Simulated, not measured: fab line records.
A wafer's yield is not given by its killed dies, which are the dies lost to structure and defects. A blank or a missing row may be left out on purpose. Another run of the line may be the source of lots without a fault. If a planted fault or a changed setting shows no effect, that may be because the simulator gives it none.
fab line records	flow n5Finfet
record: lots: 6	wafers: 18	lastDay: 19
route steps=1938 shown BEOL_M7@1297 PASSIVATION@1936
lots with no fault: from the same line, run without faults
startH: start of the lot's first displayed wafer, in hours after the record's first day	waitH: hours since the lot's step before	" unchanged from the row above	L1.1+2: a single row standing in for several wafers	- value missing, or start not given	* or withheld: withheld	< > ~ a bound
route shown NAME@n: NAME is a module with steps in the file, n the number in the route of the first one	usual: the fault-free wafers' mean and standard deviation	same: alike in all rows	chamber/n: place in a boat	sites: each site's reading	_std_site: how widely they spread, as a standard deviation	_edge_site: inner sites' mean taken away from outer sites' mean	radiusMm: for every site, how far away it sits from the centre of the wafer	mask NAME#n: copy n	behind: tool/chamber where the wafer was last shaped	hold: why the lot was held/for how many hours/how that ended	device: which transistor (n, p or np) failed to switch	end of line: at the end of the route, the tests of the same wafers	for a step that has no rows: nothing shown but its recipe	killed: dies that structure and defects cost at the first sort, which is not the same as the wafer's yield	map: shows each die of a wafer: x if killed, . if not, _ if none is there
set.NAME: the run value of the setting; set.NAME@STEP: its run value at that earlier step	model.NAME: the simulator's own value behind a step, which no gauge read
lots at selected steps of the route; one table per step, one row per wafer
services: a tool's chamber out of use, with start hour (startH, from the record's first day; less than 0 if before it), hours out, and reason
== steps ==
step: N5_BEOL_M7_OVL_MEAS_29
recipe: pointsPerWafer: 522
usual: V6_OVL: 0.0/0.69
lot.wafer	tool	chamber	startH	waitH	V6_OVL[nm]
L463.1	overlay-02	0	183.74	0.0	-1.4
L463.5	"	0	"	"	-1.2
L463.6	"	0	"	"	-0.6
L470.1	overlay-01	0	260.32	0.0	-0.8
L470.2	"	0	"	"	1.4
L470.4	"	0	"	"	0.6
L475.1	overlay-01	0	287.69	0.0	0.6
L475.2	"	0	"	"	-0.4
L475.3	"	0	"	"	0.0
L481.1	overlay-01	0	309.50	0.0	0.6
L481.3	"	0	"	"	0.4
L481.4	"	0	"	"	-0.6
L484.1	overlay-02	0	332.35	0.0	0.0
L484.4	"	0	"	"	-1.0
L484.5	"	0	"	"	-1.3
L485.1	overlay-02	0	359.32	0.0	-0.4
L485.2	"	0	"	"	0.2
L485.3	"	0	"	"	0.1
step: N5_BEOL_M7_INSPECT_30
recipe: mode: adi	inspectInstrument: brightfield
usual: rawDefectCount: 441/97
lot.wafer	tool	chamber	startH	waitH	rawDefectCount
L463.1	defectInspect-01	-	183.80	0.1	494
L463.5	"	-	"	"	403
L463.6	"	-	"	"	569
L470.1	defectInspect-02	-	260.38	0.1	435
L470.2	"	-	"	"	391
L470.4	"	-	"	"	470
L475.1	defectInspect-02	-	287.75	0.1	459
L475.2	"	-	"	"	314
L475.3	"	-	"	"	367
L481.1	defectInspect-01	-	309.56	0.1	359
L481.3	"	-	"	"	235
L481.4	"	-	"	"	402
L484.1	defectInspect-01	-	332.41	0.1	330
L484.4	"	-	"	"	383
L484.5	"	-	"	"	466
L485.1	defectInspect-01	-	359.38	0.1	469
L485.2	"	-	"	"	341
L485.3	"	-	"	"	352
step: N5_BEOL_M7_DESCUM_33
recipe: chemistry: O2	timeS: 7	sourcePowerW: 50	biasPowerW: 20	pressureMtorr: 20	rfFrequencyHz: 2.712e+07	tempC: 40	resist: CAR-EUV	o2FlowSccm: 225
usual: drypumpMotorCurrentA: 5.5/0.36	o2FlowSccm: 224.9/0.62	oesProductAu: 0.80/0.085	rfFwdPowerW: 49.35/0.25	rfVppV: 243.1/1.2	showerheadPlenumPTorr: 2.10/0.057	tempC: 40.00/0.1	throttleValvePct: 20.42/0.22
lot.wafer	tool	chamber	startH	waitH	drypumpMotorCurrentA	o2FlowSccm	oesProductAu	rfFwdPowerW	rfHoursCounterH	rfVppV	showerheadPlenumPTorr	tempC	throttleValvePct
L463.1	rieDiel-06	2	183.83	0.0	5.8	224.6	0.78	49.62	106	243.2	2.11	39.83	20.51
L463.5	"	2	"	"	5.8	223.3	0.79	49.52	-	242.9	2.11	39.97	20.51
L463.6	"	0	"	"	5.4	224.0	0.72	48.91	-	242.3	2.08	40.11	20.65
L470.1	rieDiel-05	0	260.41	0.0	4.9	224.8	0.67	49.18	241	242.5	2.06	39.97	20.71
L470.2	"	3	"	"	5.4	224.4	0.74	49.52	147	242.0	2.09	39.93	20.19
L470.4	"	1	"	"	4.9	225.7	0.84	49.27	80	241.5	2.03	39.96	20.23
L475.1	rieDiel-05	3	287.79	0.0	5.4	224.3	0.74	49.59	154	243.2	2.09	40.00	20.20
L475.2	"	1	"	"	4.9	224.8	0.83	49.45	87	240.5	2.03	39.90	20.22
L475.3	"	2	"	"	5.8	225.1	0.79	49.00	130	243.2	2.09	40.08	20.74
L481.1	rieDiel-05	0	309.60	0.0	4.9	224.0	0.67	49.27	248	242.4	2.06	40.02	20.73
L481.3	"	3	"	"	5.4	225.6	0.73	49.58	161	242.3	2.09	40.05	20.23
L481.4	"	1	"	"	4.9	225.6	0.83	49.42	95	242.3	2.03	39.81	20.24
L484.1	rieDiel-06	3	332.93	0.5	5.2	225.3	0.89	49.45	42	243.1	2.04	40.22	20.43
L484.4	"	1	"	"	5.7	224.2	0.86	49.74	-	244.3	2.22	40.06	20.29
L484.5	"	0	"	"	5.4	225.0	0.69	48.93	-	241.7	2.06	40.07	20.73
L485.1	rieDiel-06	2	359.55	0.2	5.8	224.9	0.74	49.29	161	244.2	2.09	40.01	20.59
L485.2	"	1	"	"	5.7	224.1	0.85	49.43	58	244.8	2.21	40.09	20.32
L485.3	"	3	"	"	5.1	225.0	0.88	49.16	53	242.5	2.04	40.05	20.44
step: N5_BEOL_M7_ETCH_72
recipe: chemistry: N2/H2	target: underlayer	targetDepthA: 65	maskMaterial: CAR-EUV	timeS: 5.2	ionEnergyEv: 200	pressureMtorr: 30	sourceW: 840	biasW: 150	n2FlowSccm: 200	h2FlowSccm: 200	ends: cleared
usual: biasW: 150.0/0.46	drypumpMotorCurrentA: 5.5/0.37	etchRfOnTimeS: 5.18/0.092	oesProductAu: 0.68/0.072	rfFwdPowerW: 819.5/2.6	rfVppV: 524.0/2.3	showerheadPlenumPTorr: 2.55/0.069	throttleValvePct: 17.83/0.24
lot.wafer	tool	chamber	startH	waitH	biasW	drypumpMotorCurrentA	etchRfOnTimeS	oesProductAu	rfFwdPowerW	rfHoursCounterH	rfVppV	showerheadPlenumPTorr	throttleValvePct
L463.1	rieDiel-06	2	183.87	0.0	150.1	5.8	5.08	0.67	816.3	106	525.5	2.57	17.90
L463.5	"	2	"	"	149.7	5.9	5.10	0.67	818.8	-	523.8	2.56	17.93
L463.6	"	0	"	"	150.7	5.4	5.27	0.63	820.1	-	524.6	2.52	18.09
L470.1	rieDiel-05	0	260.45	0.0	150.1	4.9	5.30	0.58	820.1	241	522.7	2.51	18.16
L470.2	"	3	"	"	149.7	5.4	5.37	0.63	817.9	147	524.4	2.54	17.60
L470.4	"	1	"	"	150.5	4.9	5.15	0.73	819.7	80	524.8	2.47	17.62
L475.1	rieDiel-05	3	287.82	0.0	150.0	5.4	5.31	0.62	822.7	154	524.1	2.54	17.61
L475.2	"	1	"	"	149.8	4.9	5.17	0.71	817.4	87	523.8	2.47	17.59
L475.3	"	2	"	"	150.5	5.9	5.15	0.67	816.3	130	523.3	2.55	18.17
L481.1	rieDiel-05	0	309.63	0.0	150.2	4.9	5.24	0.58	820.0	248	522.9	2.50	18.16
L481.3	"	3	"	"	149.3	5.4	5.26	0.63	818.6	161	522.4	2.53	17.63
L481.4	"	1	"	"	149.5	4.9	5.10	0.70	820.2	95	521.7	2.46	17.62
L484.1	rieDiel-06	3	332.97	0.0	149.6	5.2	5.07	0.76	821.2	42	521.9	2.47	17.74
L484.4	"	1	"	"	150.0	5.7	5.21	0.73	814.2	-	526.8	2.69	17.71
L484.5	"	0	"	"	149.6	5.4	5.27	0.59	821.9	-	524.2	2.50	18.16
L485.1	rieDiel-06	2	359.59	0.0	150.3	5.9	5.02	0.64	823.0	161	523.6	2.54	18.01
L485.2	"	1	"	"	150.3	5.7	5.19	0.72	824.6	58	529.3	2.68	17.74
L485.3	"	3	"	"	150.0	5.2	5.05	0.75	819.7	53	523.1	2.47	17.75
step: N5_BEOL_M7_ETCH_65
recipe: chemistry: CF4	target: SiARC	targetDepthA: 156	maskMaterial: CAR-EUV	timeS: 26	ionEnergyEv: 80	pressureMtorr: 40	sourceW: 545	biasW: 36	Ar_flow_sccm: 100	cf4FlowSccm: 100	ends: cleared
usual: biasW: 36.01/0.11	drypumpMotorCurrentA: 5.5/0.37	etchRfOnTimeS: 25.9/0.46	oesProductAu: 0.68/0.072	rfFwdPowerW: 532.1/2	rfVppV: 184.0/1	showerheadPlenumPTorr: 2.15/0.057	throttleValvePct: 15.61/0.24
lot.wafer	tool	chamber	startH	waitH	biasW	drypumpMotorCurrentA	etchRfOnTimeS	oesProductAu	rfFwdPowerW	rfHoursCounterH	rfVppV	showerheadPlenumPTorr	throttleValvePct
L463.1	rieDiel-06	2	183.88	0.0	35.68	5.9	25.7	0.67	530.1	106	184.7	2.16	15.67
L463.5	"	2	"	"	35.73	5.9	25.4	0.67	528.8	-	185.3	2.16	15.68
L463.6	"	0	"	"	36.19	5.4	26.4	0.61	529.1	-	183.5	2.12	15.84
L470.1	rieDiel-05	0	260.46	0.0	35.88	4.9	26.3	0.58	530.9	241	183.1	2.11	15.96
L470.2	"	3	"	"	35.96	5.4	26.5	0.64	530.1	147	183.2	2.15	15.43
L470.4	"	1	"	"	36.02	4.9	25.8	0.72	530.2	80	183.8	2.08	15.37
L475.1	rieDiel-05	3	287.84	0.0	36.03	5.4	26.7	0.63	530.9	154	183.7	2.14	15.44
L475.2	"	1	"	"	35.97	4.9	26.0	0.71	532.6	87	182.3	2.08	15.39
L475.3	"	2	"	"	36.06	5.8	25.5	0.68	532.6	130	184.3	2.15	15.97
L481.1	rieDiel-05	0	309.65	0.0	36.16	4.9	26.5	0.57	534.1	248	182.7	2.11	15.97
L481.3	"	3	"	"	35.97	5.4	26.7	0.63	530.5	161	184.3	2.14	15.45
L481.4	"	1	"	"	36.07	5.0	26.0	0.71	532.2	95	182.7	2.08	15.42
L484.1	rieDiel-06	3	332.98	0.0	36.13	5.2	25.5	0.76	531.4	42	183.3	2.09	15.54
L484.4	"	1	"	"	35.86	5.7	25.9	0.74	530.7	-	185.7	2.26	15.44
L484.5	"	0	"	"	36.09	5.4	26.4	0.59	529.8	-	183.0	2.11	15.92
L485.1	rieDiel-06	2	359.60	0.0	36.18	5.8	25.8	0.62	531.1	161	182.3	2.14	15.78
L485.2	"	1	"	"	36.01	5.7	26.0	0.72	534.0	58	185.8	2.26	15.47
L485.3	"	3	"	"	36.03	5.1	25.4	0.75	533.2	53	183.6	2.09	15.56
step: N5_BEOL_M7_ETCH_66
recipe: chemistry: N2/H2	target: SOC	targetDepthA: 800	overetchA: 160	maskMaterial: SiARC	tempC: 40	timeS: 120	ionEnergyEv: 200	pressureMtorr: 30	sourceW: 840	biasW: 150	n2FlowSccm: 200	h2FlowSccm: 200
usual: biasW: 150.0/0.44	drypumpMotorCurrentA: 5.5/0.37	oesProductAu: 0.61/0.06	rfFwdPowerW: 835.0/2.8	rfVppV: 524.1/2	showerheadPlenumPTorr: 2.55/0.069	tempC: 40.00/0.12	throttleValvePct: 17.79/0.24
lot.wafer	tool	chamber	startH	waitH	biasW	drypumpMotorCurrentA	oesProductAu	rfFwdPowerW	rfHoursCounterH	rfVppV	showerheadPlenumPTorr	tempC	throttleValvePct
L463.1	rieDiel-06	2	183.91	0.0	149.6	5.8	0.60	835.7	106	525.6	2.56	39.87	17.86
L463.5	"	2	"	"	149.6	5.9	0.59	835.9	-	525.0	2.56	40.19	17.86
L463.6	"	0	"	"	150.6	5.4	0.56	835.0	-	521.4	2.52	40.02	18.06
L470.1	rieDiel-05	0	260.49	0.0	150.7	4.9	0.53	827.0	241	522.6	2.51	40.04	18.10
L470.2	"	3	"	"	150.2	5.4	0.58	836.8	147	524.2	2.54	39.83	17.57
L470.4	"	1	"	"	149.4	4.9	0.65	832.7	80	521.4	2.47	39.89	17.54
L475.1	rieDiel-05	3	287.87	0.0	150.1	5.4	0.57	835.9	154	523.8	2.54	40.01	17.56
L475.2	"	1	"	"	150.6	4.9	0.64	831.5	87	520.3	2.47	40.01	17.56
L475.3	"	2	"	"	150.2	5.8	0.60	834.2	130	524.0	2.55	40.13	18.13
L481.1	rieDiel-05	0	309.68	0.0	150.1	4.9	0.52	834.8	248	523.9	2.50	40.10	18.11
L481.3	"	3	"	"	150.4	5.4	0.57	832.9	161	523.1	2.53	39.84	17.58
L481.4	"	1	"	"	150.7	4.9	0.63	838.5	95	522.0	2.46	39.99	17.56
L484.1	rieDiel-06	3	333.01	0.0	150.6	5.1	0.66	836.5	42	522.3	2.47	39.99	17.70
L484.4	"	1	"	"	150.1	5.7	0.65	837.8	-	526.7	2.69	39.97	17.68
L484.5	"	0	"	"	150.2	5.4	0.53	836.7	-	524.1	2.50	39.89	18.12
L485.1	rieDiel-06	2	359.63	0.0	150.1	5.8	0.56	835.6	161	524.2	2.54	40.07	17.95
L485.2	"	1	"	"	148.9	5.8	0.64	838.9	58	528.3	2.68	39.90	17.72
L485.3	"	3	"	"	149.6	5.2	0.65	837.5	53	520.6	2.47	39.95	17.72
step: N5_BEOL_M7_STRIP_69
recipe: chemistry: N2/H2	tempC: 40	n2FlowSccm: 200	h2FlowSccm: 200	rfFrequencyHz: 6e+07
step: N5_BEOL_M7_STRIP_73
recipe: chemistry: N2/H2	tempC: 40	n2FlowSccm: 200	h2FlowSccm: 200	rfFrequencyHz: 6e+07
step: N5_BEOL_M7_VIA_ETCH_34
recipe: chemistry: C4F6/O2	target: SiCOH_lowk	targetDepthA: 1255	maskMaterial: SOC	taperDeg: 4	timeS: 50.5	ionEnergyEv: 250	pressureMtorr: 30	sourceW: 345	biasW: 185	Ar_flow_sccm: 300	C4F6_flow_sccm: 10	O2_flow_sccm: 10
step: N5_BEOL_M7_STRIP_76
recipe: chemistry: C4F6/O2	resist: SiARC	rfFrequencyHz: 6e+07
step: N5_BEOL_M7_STRIP_36
recipe: chemistry: N2/H2	powerW: 450	tempC: 40	pressureMtorr: 20	rfFrequencyHz: 6e+07	overashFraction: 0.3	biasPowerW: 7	h2Frac: 0.5	n2FlowSccm: 200	h2FlowSccm: 200
step: N5_BEOL_M7_TRENCH_ETCH_37
recipe: chemistry: C4F6/O2	targetDepthA: 934.78	target: SiCOH_lowk	timeS: 31.2	ionEnergyEv: 250	pressureMtorr: 30	sourceW: 345	biasW: 185	Ar_flow_sccm: 300	C4F6_flow_sccm: 10	O2_flow_sccm: 10
step: N5_BEOL_M7_ETCH_41
recipe: chemistry: CH3F/O2	target: SiCN	targetDepthA: 319	taperDeg: 2	timeS: 57.8	ionEnergyEv: 120	maskMaterial: TiN	pressureMtorr: 30	sourceW: 395	biasW: 75	Ar_flow_sccm: 150	CH3F_flow_sccm: 30	O2_flow_sccm: 20
usual: biasW: 75.02/0.24	drypumpMotorCurrentA: 5.5/0.37	oesProductAu: 0.80/0.084	rfFwdPowerW: 391.0/1.7	rfVppV: 297.5/1.4	showerheadPlenumPTorr: 2.01/0.056	throttleValvePct: 16.33/0.23
lot.wafer	tool	chamber	startH	waitH	biasW	drypumpMotorCurrentA	oesProductAu	rfFwdPowerW	rfHoursCounterH	rfVppV	showerheadPlenumPTorr	throttleValvePct	model.etch.depthNm
L463.1	rieDiel-06	2	184.14	-	75.19	5.9	0.78	390.1	106	296.8	2.02	16.41	22.1
L463.5	"	2	"	"	75.02	5.8	0.79	393.7	-	299.5	2.02	16.39	22.28
L463.6	"	0	"	"	75.13	5.4	0.72	390.6	-	297.1	1.99	16.60	21.36
L470.1	rieDiel-05	0	260.72	-	75.26	4.9	0.68	390.0	241	295.6	1.97	16.69	21.5
L470.2	"	3	"	"	75.14	5.4	0.74	391.8	147	298.6	2.01	16.17	21.4
L470.4	"	1	"	"	74.84	4.9	0.84	390.7	80	295.2	1.94	16.11	22.25
L475.1	rieDiel-05	3	288.09	-	86.99	5.4	0.77	389.4	154	325.7	2.01	16.18	22.8
L475.2	"	1	"	"	75.11	4.9	0.83	389.9	88	294.8	1.94	16.12	21.95
L475.3	"	2	"	"	74.97	5.8	0.79	386.6	130	298.5	2.01	16.67	22.03
L481.1	rieDiel-05	0	309.90	-	74.88	4.9	0.67	389.0	248	295.5	1.97	16.70	21.49
L481.3	"	3	"	"	87.12	5.4	0.76	393.2	161	327.6	2.00	16.21	22.87
L481.4	"	1	"	"	75.13	5.0	0.82	391.3	95	296.5	1.94	16.14	21.85
L484.1	rieDiel-06	3	333.23	-	74.84	5.2	0.89	389.7	42	296.6	1.95	16.24	22.22
L484.4	"	1	"	"	74.87	5.7	0.86	392.0	-	299.4	2.12	16.19	22.02
L484.5	"	0	"	"	75.29	5.4	0.68	389.9	-	296.7	1.97	16.66	21.36
L485.1	rieDiel-06	2	359.86	-	75.17	5.8	0.74	392.6	161	298.1	2.00	16.50	22.32
L485.2	"	1	"	"	75.15	5.7	0.85	393.2	58	300.6	2.12	16.20	22.01
L485.3	"	3	"	"	74.92	5.1	0.87	391.9	53	295.7	1.95	16.29	22.32
step: N5_BEOL_M7_STRIP_80
recipe: chemistry: N2/H2	timeS: 10	powerW: 450	tempC: 40	pressureMtorr: 20	rfFrequencyHz: 6e+07	biasPowerW: 7	n2FlowSccm: 200	h2FlowSccm: 200
usual: drypumpMotorCurrentA: 5.5/0.37	oesProductAu: 0.79/0.085	rfVppV: 59.1/0.83	showerheadPlenumPTorr: 2.54/0.069	tempC: 40.01/0.11	throttleValvePct: 23.61/0.25
lot.wafer	tool	chamber	startH	waitH	drypumpMotorCurrentA	oesProductAu	rfHoursCounterH	rfVppV	showerheadPlenumPTorr	tempC	throttleValvePct
L463.1	rieDiel-06	2	-	-	5.8	0.79	106	59.2	2.56	39.91	23.62
L463.5	"	2	"	"	5.8	0.79	-	58.1	2.56	40.00	23.64
L463.6	"	0	"	"	5.4	0.73	-	58.2	2.52	40.02	23.88
L470.1	rieDiel-05	0	-	-	4.9	0.68	241	57.1	2.50	40.00	23.85
L470.2	"	3	"	"	5.4	0.74	147	58.8	2.54	40.11	23.31
L470.4	"	1	"	"	4.9	0.85	80	57.6	2.46	40.01	23.32
L475.1	rieDiel-05	3	-	-	5.4	0.73	154	59.5	2.53	39.86	23.35
L475.2	"	1	"	"	4.9	0.83	88	59.4	2.46	40.16	23.32
L475.3	"	2	"	"	5.8	0.79	130	58.4	2.55	39.92	24.01
L481.1	rieDiel-05	0	-	-	4.9	0.67	248	59.5	2.50	39.71	23.86
L481.3	"	3	"	"	5.4	0.73	161	57.6	2.53	40.14	23.34
L481.4	"	1	"	"	4.9	0.83	95	58.9	2.46	40.10	23.33
L484.1	rieDiel-06	3	-	-	5.2	0.90	42	57.8	2.47	40.00	23.49
L484.4	"	1	"	"	5.7	0.87	-	61.2	2.68	40.18	23.61
L484.5	"	0	"	"	5.4	0.70	-	60.3	2.50	40.07	23.93
L485.1	rieDiel-06	2	-	-	5.8	0.73	161	58.8	2.54	40.11	23.70
L485.2	"	1	"	"	5.7	0.85	58	58.7	2.68	40.12	23.60
L485.3	"	3	"	"	5.2	0.88	53	58.4	2.46	39.98	23.51
step: N5_PASSIVATION_PROBE_49
usual: defectLimitedYield: 91.2/1.4	killed_at_M0_to_M3: 34/10	killed_at_M4_up: 13/5.1	killedAtContacts: 12/6.5	killedAtFrontEnd: 41/11	killedAtOther: 4/3.3	killedDies: 104/16	killedOnRim: 14/3.9	killedOpen: 69/13	killedShort: 33/7	sort_bin_5_function: 5.1/0.91	sort_bin_6_memory: 3.3/0.69	sortNPass: 1076/16	sortYieldPct: 91.2/1.4
same: grossDies: 1180	killedAtBackSide: 0	sort_bin_4_leakage[%]: 0	sort_bin_8_speed[%]: 0
lot.wafer	tool	chamber	startH	waitH	defectLimitedYield[%]	killed_at_M0_to_M3	killed_at_M4_up	killedAtContacts	killedAtFrontEnd	killedAtOther	killedDies	killedOnRim	killedOpen	killedShort	sort_bin_5_function[%]	sort_bin_6_memory[%]	sortNPass	sortYieldPct[%]
L481.3	prober-02	-	385.97	0.1	93.6	27	15	6	22	5	75	14	47	26	3.7	2.5	1105	93.6
killed by level:class
L481.3 BEOL_M3:geometricParticle:open=10 FIN_SAQP:geometricParticle:short=8 BEOL_M4:geometricParticle:open=7 STI_FIN_REVEAL:geometricParticle:open=4 BEOL_M2:geometricParticle:open=4 MOL_CONTACT_COAG:geometricParticle:short=3 MOL_CONTACT_COAG:geometricParticle:open=3 BEOL_M0_SAQP:geometricParticle:short=3
== services ==
tool	chamber	startH	hours	kind
rieDiel-06	1	161.77	-	clean
rieDiel-06	1	161.77	-	consumableReplace:focusRing
rieDiel-06	1	161.77	-	consumableReplace:showerhead
rieDiel-05	3	175.74	3.6	repair
rieDiel-06	3	180.34	-	clean
rieDiel-06	3	180.34	-	consumableReplace:focusRing
rieDiel-06	3	180.34	15.5	scheduledDown
rieDiel-06	3	180.34	15.5	ventCycle
rieDiel-06	0	235.18	4.9	repair
rieDiel-05	0	280.12	21.8	repair
rieDiel-05	0	314.89	-	clean
rieDiel-05	0	314.89	-	consumableReplace:focusRing
rieDiel-05	0	314.89	23.4	scheduledDown
rieDiel-05	0	314.89	23.4	ventCycle
rieDiel-06	2	329.05	5.4	repair
rieDiel-06	0	337.33	-	clean
rieDiel-06	0	337.33	-	consumableReplace:focusRing
rieDiel-06	0	337.33	17.5	scheduledDown
rieDiel-06	0	337.33	17.5	ventCycle
rieDiel-05	2	354.62	15.6	repair
== key ==
firstSign: step: N5_BEOL_M7_ETCH_41	reading: biasW	direction: up	sigmas: 50	usual: *	struck: *
effect: step: N5_BEOL_M7_ETCH_41	reading: rfVppV	direction: up	sigmas: 21	usual: 297.5	struck: 326.6
modelEffect: step: N5_BEOL_M7_ETCH_41	value: etch.depthNm	without: 21.59	struck: 22.83
metAt N5_BEOL_M7_ETCH_41
struckWafers L475.1,L481.3
onsetBetween 260.72 288.09
fault: kind: processParameterDrift	tool: rieDiel-05	chamber: 3	onsetH: 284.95	steps: N5_BEOL_M7_ETCH_41	channel: biasW	offset: *	shape: step	endH: 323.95	actsIn: *	stated: *
